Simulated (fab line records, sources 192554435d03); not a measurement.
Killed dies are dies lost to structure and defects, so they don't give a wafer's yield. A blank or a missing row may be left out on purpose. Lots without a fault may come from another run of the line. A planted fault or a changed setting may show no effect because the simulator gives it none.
fab line records | flow n5_finfet
record lots=5 wafers=15 last_day=19
route steps=1938 shown WELL_APT@28 BEOL_M4@1111 PASSIVATION@1936
lots that met no fault: from a run of the same line without faults
start_h: hours from the record's first day to the start of the lot's first wafer shown | wait_h: hours since the lot's step before | " the same as in the row above | L1.1+2: a row that stands for several wafers | - no value, or no start given | * or withheld: withheld | < > ~ a bound
route shown NAME@n: a module of which the file shows steps, and the number in the route of the first | usual: mean/standard deviation of fault-free wafers | same: alike in all rows | chamber/n: place in a boat | sites: the reading at each site | _std_site: their standard deviation | _edge_site: outer sites' mean less inner sites' | radius_mm: how far each site lies from the wafer's centre | mask NAME#n: copy n | behind: the tool/chamber that last shaped the wafer | hold: why the lot was held/for how many hours/how that ended | device: the transistor (n, p or np) that didn't switch | end of line: the same wafers' tests at the end of the route | a step without rows: its recipe alone | killed: dies lost to structure and defects at the first sort, not the wafer's yield | map: a wafer's dies, x killed, . not, _ none there
set.NAME: the setting as run; set.NAME@STEP: as run at that earlier step | model.NAME: the simulator's own value behind a step, which no gauge read
lots at some steps of the route; a table a step, a row a wafer
services: from which hour (start_h, from the record's first day; less than 0 if before it) a tool's chamber was out of use, for how many hours, and why
## steps
# step N5_WELL_APT_CD_MEAS_08
# recipe target_cd_nm=200 landing_energy_ev=500 detector=se_inlens
# usual cd_nm=199.2/1.6
# columns lot.wafer tool chamber start_h wait_h cd_nm
L652.1 cd_sem-03 0 19.97 - 197.2
L652.2 " 0 " " 196.5
L652.5 " 0 " " 196.7
L660.2 cd_sem-02 0 67.57 - 198.2
L660.3 " 0 " " 200.6
L660.6 " 0 " " 201.0
L666.1 cd_sem-02 0 103.84 - 198.4
L666.2 " 0 " " 202.9
L666.4 " 0 " " 200.2
L667.2 cd_sem-01 0 109.56 - 200.1
L667.3 " 0 " " 197.1
L667.6 " 0 " " 197.4
L672.2 cd_sem-01 0 139.85 - 200.1
L672.3 " 0 " " 200.6
L672.5 " 0 " " 198.7
# step N5_WELL_APT_OVL_MEAS_09
# recipe points_per_wafer=44
# usual NWELL_OVL=5/5.8
# columns lot.wafer tool chamber start_h wait_h NWELL_OVL[nm]
L652.1 overlay-01 0 20.00 0.0 12
L652.2 " 0 " " 7
L652.5 " 0 " " 4
L660.2 overlay-01 0 67.60 0.0 4
L660.3 " 0 " " 4
L660.6 " 0 " " 3
L666.1 overlay-02 0 103.88 0.0 -1
L666.2 " 0 " " 0
L666.4 " 0 " " 0
L667.2 overlay-01 0 109.59 0.0 25
L667.3 " 0 " " 14
L667.6 " 0 " " 23
L672.2 overlay-01 0 139.88 0.0 -5
L672.3 " 0 " " -1
L672.5 " 0 " " -2
# step N5_WELL_APT_INSPECT_10
# recipe mode=adi inspect_instrument=macro
# usual raw_defect_count=2.0/1.5
# columns lot.wafer tool chamber start_h wait_h raw_defect_count
L652.1 defect_inspect-02 - 20.02 0.0 3
L652.2 " - " " 1
L652.5 " - " " 0
L660.2 defect_inspect-01 - 67.62 0.0 1
L660.3 " - " " 2
L660.6 " - " " 1
L666.1 defect_inspect-02 - 103.91 0.0 1
L666.2 " - " " 2
L666.4 " - " " 2
L667.2 defect_inspect-02 - 109.61 0.0 0
L667.3 " - " " 4
L667.6 " - " " 0
L672.2 defect_inspect-02 - 139.90 0.0 2
L672.3 " - " " 3
L672.5 " - " " 3
# step N5_WELL_APT_DESCUM_13
# recipe chemistry=O2 time_s=7.9 source_power_w=50 bias_power_w=20 pressure_mtorr=20 rf_frequency_hz=2.712e+07 temp_c=40 o2_flow_sccm=225
# usual chamber_pressure_mTorr=20.001/0.018 drypump_motor_current_A=5.9/0.58 oes_product_au=0.80/0.089 rf_vpp_V=243.2/1.5 showerhead_plenum_p_Torr=2.10/0.085 throttle_valve_pct=20.34/0.24
# columns lot.wafer tool chamber start_h wait_h chamber_pressure_mTorr drypump_motor_current_A oes_product_au rf_hours_counter_h rf_vpp_V showerhead_plenum_p_Torr throttle_valve_pct
L652.1 rie_diel-02 1 20.05 0.0 19.977 5.7 0.70 231 243.5 2.08 20.43
L652.2 " 3 " " 19.999 6.8 0.93 5 245.0 2.26 20.57
L652.5 " 3 " " 19.998 6.8 0.94 - 245.4 2.26 20.56
L660.2 rie_diel-03 0 67.99 0.4 20.008 5.0 0.74 168 243.6 2.09 20.13
L660.3 " 2 " " 20.006 5.7 0.68 225 241.8 1.99 20.64
L660.6 " 1 " " 20.012 6.3 0.94 - 241.8 2.04 20.56
L666.1 rie_diel-05 1 104.00 0.1 19.997 5.2 0.74 187 241.5 2.07 20.12
L666.2 " 0 " " 19.997 6.4 0.70 220 241.9 1.98 20.80
L666.4 " 2 " " 19.992 5.8 0.87 46 244.0 2.13 20.03
L667.2 rie_diel-02 0 109.65 0.0 20.008 5.3 0.90 13 245.2 2.22 20.32
L667.3 " 3 " " 19.989 6.8 0.85 47 244.5 2.25 20.65
L667.6 " 3 " " 19.994 6.8 0.84 - 245.4 2.24 20.62
L672.2 rie_diel-02 2 140.00 0.1 19.985 6.5 0.79 133 241.5 2.01 20.43
L672.3 " 0 " " 20.013 5.3 0.88 25 245.6 2.21 20.35
L672.5 " 3 " " 19.984 6.8 0.82 - 242.6 2.24 20.66
# step N5_WELL_APT_IMPLANT_14
# recipe species=P energy_kev=160 dose_cm2=1.5e+13 tilt_deg=0 rotation_deg=0
# step N5_WELL_APT_IMPLANT_15
# recipe species=As energy_kev=25 dose_cm2=1.5e+13 tilt_deg=0 rotation_deg=0
# step N5_WELL_APT_STRIP_16
# recipe chemistry=SPM time_s=900 temp_c=130 h2so4_h2o2_vol_ratio=4 dry=ipa_marangoni
# step N5_WELL_APT_HMDS_18
# recipe time_s=60 temp_c=120
# step N5_WELL_APT_COAT_19
# recipe spin_rpm=1357 resist_thk_nm=950
# step N5_WELL_APT_EBR_21
# recipe solvent=PGMEA ebr_width_mm=1.5
# step N5_WELL_APT_SOFTBAKE_20
# recipe temp_c=130 time_s=60
# step N5_WELL_APT_EXPOSE_22
# recipe mask_id=PWELL na=0.8 source_shape=conventional sigma_outer=0.8 polarization=unpolarized defocus_nm=0 target_cd_nm=200 dose_mj=23.2
# step N5_WELL_APT_PEB_23
# recipe peb_temp_c=130 peb_time_s=90
# usual exhaust_pa=45.0/0.88 heater_power_total_W=172.5/0.81
# columns lot.wafer tool chamber start_h wait_h exhaust_pa heater_power_total_W
L652.1 litho_track-01 0 21.10 0.1 45.8 172.9
L652.2 " 0 " " 45.6 173.0
L652.5 " 0 " " 46.1 171.6
L660.2 litho_track-05 0 69.03 0.0 43.3 172.4
L660.3 " 0 " " 44.6 172.9
L660.6 " 0 " " 45.0 172.3
L666.1 litho_track-02 0 104.96 0.1 45.7 173.1
L666.2 " 0 " " 45.3 172.4
L666.4 " 0 " " 44.1 173.7
L667.2 litho_track-02 0 110.57 0.0 45.6 172.8
L667.3 " 0 " " 44.4 173.5
L667.6 " 0 " " 44.3 170.9
L672.2 litho_track-05 0 141.04 0.0 45.1 173.4
L672.3 " 0 " " 45.0 172.3
L672.5 " 0 " " 45.4 172.7
# step N5_WELL_APT_DEVELOP_24
# recipe develop_time_s=45 rinse_liquid=surfactant_rinse dry=air_spin dev_temp_c=21
# step N5_WELL_APT_HARDBAKE_29
# recipe temp_c=130 time_s=120
# step N5_WELL_APT_CD_MEAS_25
# recipe target_cd_nm=200 landing_energy_ev=500 detector=se_inlens
# usual cd_nm=199.5/1.7
# columns lot.wafer tool chamber start_h wait_h cd_nm
L652.1 cd_sem-02 0 21.21 - 200.3
L652.2 " 0 " " 199.7
L652.5 " 0 " " 197.9
L660.2 cd_sem-03 0 69.15 - 198.3
L660.3 " 0 " " 196.3
L660.6 " 0 " " 202.8
L666.1 cd_sem-01 0 105.07 - 196.2
L666.2 " 0 " " 199.8
L666.4 " 0 " " 200.0
L667.2 cd_sem-01 0 110.69 - 199.5
L667.3 " 0 " " 198.3
L667.6 " 0 " " 196.5
L672.2 cd_sem-01 0 141.16 - 198.6
L672.3 " 0 " " 200.4
L672.5 " 0 " " 198.9
# step N5_WELL_APT_OVL_MEAS_26
# recipe points_per_wafer=44
# usual PWELL_OVL=0/5.4
# columns lot.wafer tool chamber start_h wait_h PWELL_OVL[nm]
L652.1 overlay-01 0 21.24 0.0 -7
L652.2 " 0 " " 0
L652.5 " 0 " " 3
L660.2 overlay-02 0 69.18 0.0 0
L660.3 " 0 " " 4
L660.6 " 0 " " 3
L666.1 overlay-02 0 105.10 0.0 -12
L666.2 " 0 " " -11
L666.4 " 0 " " -7
L667.2 overlay-01 0 110.72 0.0 -5
L667.3 " 0 " " -10
L667.6 " 0 " " -8
L672.2 overlay-01 0 141.19 0.0 10
L672.3 " 0 " " 10
L672.5 " 0 " " 9
# step N5_WELL_APT_INSPECT_27
# recipe mode=adi inspect_instrument=macro
# usual raw_defect_count=2.2/1.4
# columns lot.wafer tool chamber start_h wait_h raw_defect_count
L652.1 defect_inspect-02 - 21.27 0.0 2
L652.2 " - " " 2
L652.5 " - " " 2
L660.2 defect_inspect-02 - 69.20 0.0 2
L660.3 " - " " 7
L660.6 " - " " 0
L666.1 defect_inspect-01 - 105.13 0.0 1
L666.2 " - " " 2
L666.4 " - " " 2
L667.2 defect_inspect-02 - 110.74 0.0 2
L667.3 " - " " 1
L667.6 " - " " 1
L672.2 defect_inspect-02 - 141.21 0.0 1
L672.3 " - " " 4
L672.5 " - " " 1
# step N5_WELL_APT_DESCUM_30
# recipe chemistry=O2 time_s=7.9 source_power_w=50 bias_power_w=20 pressure_mtorr=20 rf_frequency_hz=2.712e+07 temp_c=40 o2_flow_sccm=225
# usual chamber_pressure_mTorr=19.998/0.02 drypump_motor_current_A=5.9/0.57 oes_product_au=0.80/0.092 rf_vpp_V=242.8/1.5 showerhead_plenum_p_Torr=2.08/0.085 throttle_valve_pct=20.36/0.23
# columns lot.wafer tool chamber start_h wait_h chamber_pressure_mTorr drypump_motor_current_A oes_product_au rf_hours_counter_h rf_vpp_V showerhead_plenum_p_Torr throttle_valve_pct model.WELL_APT.cd_nm
L652.1 rie_diel-03 0 21.30 0.0 19.973 5.0 0.73 153 242.5 2.10 20.10 200.4
L652.2 " 3 " " 20.002 6.0 0.69 196 240.0 1.99 20.41 199.8
L652.5 " 3 " " 20.030 5.9 0.70 - 240.8 1.99 20.42 197.7
L660.2 rie_diel-03 2 69.23 0.0 19.974 5.7 0.67 225 242.7 1.99 20.63 198.4
L660.3 " 1 " " 19.986 6.3 0.94 11 242.1 2.04 20.54 196.8
L660.6 " 3 " " 20.004 6.0 0.68 - 241.1 1.99 20.44 203
L666.1 rie_diel-02 2 105.34 0.2 19.985 6.5 0.80 121 241.2 2.02 20.41 195.8
L666.2 " 0 " " 19.979 5.3 0.90 12 244.8 2.22 20.32 199.7
L666.4 " 3 " " 19.998 6.8 0.84 46 245.4 2.25 20.62 199.9
L667.2 rie_diel-02 1 110.77 0.0 19.955 5.6 0.97 4 242.3 2.07 20.11 199.6
L667.3 " 2 " " 20.035 6.5 0.80 123 241.7 2.02 20.41 198.2
L667.6 " 1 " " 19.959 5.6 0.97 - 243.6 2.07 20.12 197
L672.2 rie_diel-02 3 141.24 0.0 20.005 6.8 0.82 60 245.1 2.24 20.65 198.8
L672.3 " 2 " " 19.976 6.5 0.79 134 241.8 2.01 20.44 200.6
L672.5 " 1 " " 20.005 5.6 0.93 - 243.6 2.06 20.11 198.7
# step N5_WELL_APT_IMPLANT_31
# recipe species=B energy_kev=60 dose_cm2=1.5e+13 tilt_deg=0 rotation_deg=0
# step N5_BEOL_M4_RC_MEAS_101
# usual DIBL_N=37.0/1.6 DIBL_P=37.0/2.1 IOFF_N=0.17/0.032 IOFF_P=0.22/0.043 ION_N=679/13 ION_P=465/9.5 SS_N=71.7/0.59 SS_P=73.6/0.64 VT_N=249/3.2 VT_P=-249/4.1
# columns lot.wafer tool chamber start_h wait_h DIBL_N[mV/V] DIBL_P[mV/V] IOFF_N[nA/um] IOFF_P[nA/um] ION_N[uA/um] ION_P[uA/um] SS_N[mV/dec] SS_P[mV/dec] VT_N[mV] VT_P[mV]
L652.1 prober-01 0 229.59 0.0 38.7 40.1 0.21 0.27 687 466 72.3 74.4 246 -250
L652.2 " 0 " " 36.7 37.1 0.17 0.22 680 462 71.7 73.4 248 -248
L652.5 " 0 " " 37.5 37.5 0.18 0.23 694 471 71.5 73.1 247 -250
L660.2 prober-01 0 304.55 0.2 37.5 37.8 0.17 0.21 683 463 71.9 74.1 250 -252
L660.3 " 0 " " 38.3 38.0 0.18 0.21 674 453 71.8 73.1 249 -252
L660.6 " 0 " " 38.3 37.6 0.17 0.21 679 462 72.2 74.9 248 -252
L666.1 prober-01 0 334.98 0.0 37.1 35.4 0.14 0.19 668 459 71.3 72.7 252 -250
L666.2 " 0 " " 35.2 33.4 0.12 0.17 668 459 71.1 72.4 254 -252
L666.4 " 0 " " 38.4 36.3 0.17 0.20 678 458 71.8 73.1 248 -250
L667.2 prober-02 0 338.29 0.2 37.7 37.2 0.18 0.24 680 463 72.7 74.3 250 -247
L667.3 " 0 " " 38.0 38.3 0.19 0.27 687 464 71.7 74.0 247 -245
L667.6 " 0 " " 37.1 36.7 0.18 0.24 677 459 71.2 73.4 245 -248
L672.2 prober-01 0 351.31 0.2 36.1 37.6 0.15 0.16 676 446 71.7 73.0 250 -258
L672.3 " 0 " " 33.4 35.9 0.12 0.15 670 454 70.5 73.1 252 -256
L672.5 " 0 " " 36.6 39.6 0.16 0.20 687 458 71.5 73.8 251 -255
# step N5_PASSIVATION_PROBE_49
# usual defect_limited_yield=91.2/1.6 killed_at_M0_to_M3=33/11 killed_at_M4_up=14/5 killed_at_contacts=12/5.8 killed_at_front_end=41/12 killed_at_other=3.5/2.9 killed_dies=104/19 killed_on_rim=13/4.2 killed_open=68/14 killed_short=34/8.8 sort_bin_5_function=5.2/1.1 sort_bin_6_memory=3.2/0.71 sort_n_pass=1076/19 sort_yield_pct=91.2/1.6
# same gross_dies=1180 killed_at_back_side=0 sort_bin_4_leakage[%]=0 sort_bin_8_speed[%]=0
# columns lot.wafer tool chamber start_h wait_h defect_limited_yield[%] killed_at_M0_to_M3 killed_at_M4_up killed_at_contacts killed_at_front_end killed_at_other killed_dies killed_on_rim killed_open killed_short sort_bin_5_function[%] sort_bin_6_memory[%] sort_n_pass sort_yield_pct[%]
L652.1 prober-01 - 342.03 0.0 92.9 32 14 6 26 6 84 11 58 26 3.8 3.1 1096 92.9
L652.2 prober-01 - 342.08 0.1 94.0 21 13 12 20 5 71 3 42 29 3.1 2.7 1109 94.0
L652.5 prober-01 - 342.23 0.2 93.6 35 9 8 21 2 75 6 57 18 4.1 2.3 1105 93.6
L660.2 prober-01 - 411.12 0.1 91.4 30 12 11 48 0 101 14 70 30 5.0 3.1 1079 91.4
L660.3 prober-01 - 411.17 0.1 90.7 40 15 19 33 3 110 11 68 35 5.9 2.6 1070 90.7
L660.6 prober-01 - 411.32 0.3 88.8 50 8 19 54 1 132 21 101 29 6.5 4.4 1048 88.8
L667.2 prober-01 - 444.29 0.1 94.3 17 15 7 26 2 67 9 52 15 3.4 2.2 1113 94.3
L667.3 prober-01 - 444.34 0.1 94.9 20 11 7 19 3 60 7 33 27 2.5 2.4 1120 94.9
L667.6 prober-01 - 444.49 0.3 92.3 26 16 14 30 5 91 11 57 28 4.5 2.4 1089 92.3
L666.1 prober-02 - 444.84 0.0 89.2 49 19 7 45 7 127 23 90 37 6.9 3.6 1053 89.2
L666.2 prober-02 - 444.89 0.1 93.7 27 13 8 22 4 74 7 47 25 4.0 2.2 1106 93.7
L666.4 prober-02 - 444.99 0.2 90.5 37 15 8 47 5 112 18 78 34 5.6 3.6 1068 90.5
L672.2 prober-02 - 457.80 0.1 92.4 20 26 11 28 5 90 14 56 31 3.9 3.4 1090 92.4
L672.3 prober-02 - 457.85 0.1 92.3 21 18 17 30 5 91 12 59 30 4.9 2.5 1089 92.3
L672.5 prober-02 - 457.95 0.2 90.2 33 17 22 39 5 116 19 75 38 5.4 4.0 1064 90.2
# killed by level:class
L652.1 BEOL_M0_SAQP:geometric_particle:open=9 BEOL_M1:geometric_particle:open=7 FIN_SAQP:geometric_particle:short=6 BEOL_M4:geometric_particle:open=6 FIN_SAQP:geometric_particle:open=5 MOL_CONTACT_COAG:geometric_particle:open=5 PAD_METAL:geometric_particle:open=5 BEOL_M2:geometric_particle:open=4
L652.2 MOL_CONTACT_COAG:geometric_particle:open=10 BEOL_M0_SAQP:geometric_particle:short=8 GATE_CUT:geometric_particle:short=5 BEOL_M4:geometric_particle:open=5 BEOL_M1:geometric_particle:short=4 BEOL_M2:geometric_particle:open=4 STI_FIN_REVEAL:geometric_particle:open=3 FIN_SAQP:geometric_particle:short=2
L652.5 BEOL_M0_SAQP:geometric_particle:open=9 BEOL_M2:geometric_particle:open=8 FIN_SAQP:geometric_particle:open=6 BEOL_M3:geometric_particle:open=6 MOL_CONTACT_COAG:geometric_particle:open=5 BEOL_M0_SAQP:geometric_particle:short=5 BEOL_M4:geometric_particle:open=4 GATE_CUT:geometric_particle:open=4
L660.2 BEOL_M2:geometric_particle:open=15 STI_FIN_REVEAL:geometric_particle:open=13 MOL_CONTACT_COAG:geometric_particle:open=10 DUMMY_GATE:geometric_particle:open=7 BEOL_M2:geometric_particle:short=6 STI_FIN_REVEAL:geometric_particle:short=5 BEOL_M4:geometric_particle:open=5 FIN_SAQP:geometric_particle:short=4
L660.3 MOL_CONTACT_COAG:geometric_particle:open=17 BEOL_M2:geometric_particle:open=8 BEOL_M3:geometric_particle:open=7 HKMG_FIN:area_etch=7 BEOL_M1:geometric_particle:open=6 DUMMY_GATE:geometric_particle:open=5 BEOL_M0_SAQP:geometric_particle:open=5 BEOL_M4:geometric_particle:short=5
L660.6 BEOL_M2:geometric_particle:open=24 STI_FIN_REVEAL:geometric_particle:open=20 MOL_CONTACT_COAG:geometric_particle:open=18 BEOL_M0_SAQP:geometric_particle:open=12 FIN_SAQP:geometric_particle:short=11 BEOL_M0_SAQP:geometric_particle:short=5 FIN_SAQP:geometric_particle:open=4 GATE_CUT:geometric_particle:open=4
L667.2 STI_FIN_REVEAL:geometric_particle:open=10 MOL_CONTACT_COAG:geometric_particle:open=7 BEOL_M4:geometric_particle:open=6 BEOL_M1:geometric_particle:open=5 FIN_SAQP:geometric_particle:open=4 BEOL_M2:geometric_particle:open=4 BEOL_M3:geometric_particle:open=4 STARTING-WAFER:geometric_particle:open=3
L667.3 STI_FIN_REVEAL:geometric_particle:open=7 MOL_CONTACT_COAG:geometric_particle:open=6 BEOL_M1:geometric_particle:short=6 BEOL_M3:geometric_particle:open=4 FIN_SAQP:geometric_particle:short=3 BEOL_M0:geometric_particle:short=3 BEOL_M4:geometric_particle:open=3 BEOL_M8:geometric_particle:open=3
L667.6 MOL_CONTACT_COAG:geometric_particle:open=9 STI_FIN_REVEAL:geometric_particle:open=7 BEOL_M1:geometric_particle:open=6 HKMG_FIN:area_etch=6 MOL_CONTACT_COAG:geometric_particle:short=5 BEOL_M2:geometric_particle:open=5 BEOL_M5:geometric_particle:open=5 BEOL_M3:geometric_particle:open=4
L666.1 BEOL_M1:geometric_particle:open=15 FIN_SAQP:geometric_particle:open=9 DUMMY_GATE:geometric_particle:open=8 BEOL_M0_SAQP:geometric_particle:open=8 BEOL_M0_SAQP:geometric_particle:short=7 BEOL_M4:geometric_particle:open=7 FIN_SAQP:geometric_particle:short=6 STI_FIN_REVEAL:geometric_particle:open=6
L666.2 MOL_CONTACT_COAG:geometric_particle:open=7 BEOL_M0_SAQP:geometric_particle:open=7 BEOL_M0_SAQP:geometric_particle:short=7 FIN_SAQP:geometric_particle:open=6 BEOL_M2:geometric_particle:open=5 FIN_SAQP:geometric_particle:short=4 BEOL_M1:geometric_particle:open=4 STI_FIN_REVEAL:geometric_particle:open=3
L666.4 FIN_SAQP:geometric_particle:open=10 MOL_CONTACT_COAG:geometric_particle:open=8 BEOL_M0_SAQP:geometric_particle:short=8 STI_FIN_REVEAL:geometric_particle:open=7 BEOL_M0:geometric_particle:open=7 FIN_SAQP:geometric_particle:short=6 BEOL_M1:geometric_particle:open=6 BEOL_M2:geometric_particle:open=6
L672.2 MOL_CONTACT_COAG:geometric_particle:open=11 BEOL_M4:geometric_particle:open=11 BEOL_M0_SAQP:geometric_particle:short=7 FIN_SAQP:geometric_particle:short=6 BEOL_M0_SAQP:geometric_particle:open=6 FIN_SAQP:geometric_particle:open=4 GATE_CUT:geometric_particle:short=4 STI_FIN_REVEAL:geometric_particle:open=3
L672.3 MOL_CONTACT_COAG:geometric_particle:open=15 FIN_SAQP:geometric_particle:short=7 BEOL_M3:geometric_particle:open=7 FIN_SAQP:geometric_particle:open=6 GATE_CUT:geometric_particle:short=6 BEOL_M0_SAQP:geometric_particle:short=6 BEOL_M4:geometric_particle:open=6 BEOL_M6:geometric_particle:open=4
L672.5 MOL_CONTACT_COAG:geometric_particle:open=18 FIN_SAQP:geometric_particle:open=10 BEOL_M0_SAQP:geometric_particle:short=10 BEOL_M4:geometric_particle:open=9 BEOL_M2:geometric_particle:open=7 GATE_CUT:geometric_particle:short=7 STI_FIN_REVEAL:geometric_particle:open=5 BEOL_M1:geometric_particle:open=5
## services
# columns tool chamber start_h hours kind
rie_diel-02 1 5.13 11.9 repair
rie_diel-03 1 6.15 - clean
rie_diel-03 1 6.15 - consumable_replace:focus_ring
rie_diel-03 1 6.15 25.6 scheduled_down
rie_diel-03 1 6.15 25.6 vent_cycle
rie_diel-02 0 9.65 47.3 repair
rie_diel-03 2 21.06 2.4 repair
rie_diel-03 0 24.19 6.4 repair
rie_diel-05 0 42.29 10.2 repair
rie_diel-03 1 47.80 6.4 repair
rie_diel-02 3 56.63 1.3 repair
rie_diel-02 0 58.10 - clean
rie_diel-02 0 58.10 - consumable_replace:focus_ring
rie_diel-02 0 58.10 - consumable_replace:showerhead
rie_diel-02 0 58.10 22.5 scheduled_down
rie_diel-02 0 58.10 22.5 vent_cycle
litho_track-02 - 73.70 - consumable_replace:filter
rie_diel-02 1 80.63 - clean
rie_diel-02 1 80.63 - consumable_replace:focus_ring
rie_diel-02 1 80.63 17.0 scheduled_down
rie_diel-02 1 80.63 17.0 vent_cycle
rie_diel-03 2 92.46 1.3 repair
litho_track-05 - 118.35 - consumable_replace:filter
## key
first_sign none at tools or gauges
model_effect step=N5_WELL_APT_DESCUM_30 value=WELL_APT.cd_nm without=197.1 struck=203
met_at N5_WELL_APT_PEB_23
struck_wafers L660.6
fault kind=process_parameter_drift tool=litho_track-05 chamber=- onset_h=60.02 steps=N5_WELL_APT_PEB_23 channel=peb_time_s offset=* shape=step end_h=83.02 scope=struck_wafers_only acts_in=* stated=*
